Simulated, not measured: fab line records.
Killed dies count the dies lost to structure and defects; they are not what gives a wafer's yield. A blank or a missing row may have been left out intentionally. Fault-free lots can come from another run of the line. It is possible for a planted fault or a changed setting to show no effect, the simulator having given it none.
The same fault as seen by 3 desks | flow n5Finfet | every desk sees just its own numbers, and what lay behind them comes last

== AT THE TOOL OWNER'S DESK: cmp-02 ==
The tool's own readings at N5_MOL_CONTACT_COAG_CMP_52 (polishes, stops on SiO2, t overpolish 1.5 s, target thk 66.5 nm): means of the sampled wafers that have a number, for each lot that ran on this tool. A lot is out of limits, marked OUT, if its mean lies more than 4 standard deviations from the usual mean; the brackets give that distance.
Columns: A = motorCurrentA at N5_MOL_CONTACT_COAG_CMP_52, usual 12.7 A; B = overpolishRunS at N5_MOL_CONTACT_COAG_CMP_52, usual 1.500 s; C = slurryFlowMlMin at N5_MOL_CONTACT_COAG_CMP_52, usual 150.0; D = timeToEndpointS at N5_MOL_CONTACT_COAG_CMP_52, usual 13.1 s
lot  | first seen here | A    | B               | C     | D
L364 | day 5 08:46     | 11.9 | 1.489           | 149.9 | 10.9
L369 | day 6 12:43     | 12.0 | 1.502           | 149.8 | 13.3
L375 | day 8 03:26     | 12.3 | 0.768 (-73) OUT | 149.9 | 18.8
L377 | day 8 19:05     | 12.5 | 1.009 (-49) OUT | 150.3 | 18.4
Finding of this desk: L375, L377 out of limits; the first was L375 at day 8 03:26, on overpolishRunS at N5_MOL_CONTACT_COAG_CMP_52. In limits: L364, L369.

== METROLOGY DESK ==
Means of the sampled wafers that have a number, per lot and without regard to the tool the lot ran on: this is what the gauges read. A lot is out of limits, marked OUT, if its mean lies more than 4 standard deviations from the usual mean; the brackets give that distance. Only the readings that lie furthest out on some lot appear, 7 of the 10 it has.
Columns: A = DIBL_N at N5_BEOL_M4_RC_MEAS_101, usual 35.9 mV/V; B = IOFF_N at N5_BEOL_M4_RC_MEAS_101, usual 0.16 nA/um; C = IOFF_P at N5_BEOL_M4_RC_MEAS_101, usual 0.22 nA/um; D = SS_N at N5_BEOL_M4_RC_MEAS_101, usual 71.4 mV/dec; E = SS_P at N5_BEOL_M4_RC_MEAS_101, usual 73.2 mV/dec; F = VT_N at N5_BEOL_M4_RC_MEAS_101, usual 250 mV; G = VT_P at N5_BEOL_M4_RC_MEAS_101, usual -250 mV
lot  | first seen here | A    | B    | C    | D    | E    | F   | G
L365 | day 8 04:22     | 35.1 | 0.15 | 0.20 | 70.8 | 73.4 | 251 | -250
L364 | day 8 04:23     | 35.9 | 0.15 | 0.25 | 71.1 | 72.9 | 252 | -246
L371 | day 9 22:11     | 35.6 | 0.15 | 0.22 | 71.4 | 73.0 | 250 | -248
L369 | day 9 22:53     | 35.3 | 0.14 | 0.19 | 71.9 | 73.6 | 251 | -256
L375 | day 11 02:14    | 36.9 | 0.16 | 0.21 | 72.6 | 73.1 | 249 | -250
L377 | day 11 12:02    | 34.0 | 0.14 | 0.18 | 70.8 | 72.8 | 250 | -252
L381 | day 12 05:52    | 37.6 | 0.21 | 0.24 | 72.1 | 74.3 | 245 | -250
L382 | day 12 20:40    | 38.5 | 0.19 | 0.27 | 70.8 | 74.3 | 247 | -245
L386 | day 13 20:48    | 36.7 | 0.16 | 0.23 | 71.3 | 73.4 | 248 | -248
L387 | day 14 09:07    | 35.6 | 0.13 | 0.15 | 70.8 | 73.0 | 251 | -258
This desk's finding: nothing out of limits on any of the 10 lots.

== THE DEFECT DESK ==
Per lot, the means of the sampled wafers with a number show what the inspections along the route counted. A lot is out of limits, marked OUT, if its mean lies more than 4 standard deviations from the usual mean; the brackets give that distance.
Columns: A = rawDefectCount at N5_MOL_CONTACT_COAG_INSPECT_97, usual 43
lot  | first seen here | A
L364 | day 5 12:08     | 19
L365 | day 5 15:07     | 37
L369 | day 6 16:01     | 47
L371 | day 7 04:21     | 42
L375 | day 8 06:43     | 442 (+23) OUT
L377 | day 8 22:26     | 395 (+21) OUT
L381 | day 9 18:28     | 47
L382 | day 10 06:16    | 53
L386 | day 11 05:37    | 33
L387 | day 11 12:38    | 32
Finding of this desk: L375, L377 out of limits; the first was L375 at day 8 06:43, on rawDefectCount at N5_MOL_CONTACT_COAG_INSPECT_97. In limits: L364, L365, L369, L371, L381, L382, L386, L387.

== PUT TOGETHER ==
At day 8 03:26, on L375, L377, the tool owner's desk was in a position to raise an alarm.
The defect desk could have raised an alarm at day 8 06:43, on L375, L377.
At the metrology desk, nothing out of limits was observed.
The metrology desk holds a record of L375, L377, inside its limits.
On cmp-02, each named lot ran N5_MOL_CONTACT_COAG_CMP_52.

== WHAT HAD BEEN PUT IN BY THE SIMULATOR ==
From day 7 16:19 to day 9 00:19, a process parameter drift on cmp-02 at N5_MOL_CONTACT_COAG_CMP_52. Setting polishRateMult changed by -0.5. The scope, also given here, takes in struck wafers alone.
Lots struck among those shown: L375, L377.
Hours from the fault's start to each desk's first reading out of limits: the tool owner's desk, 11; the defect desk, 14.
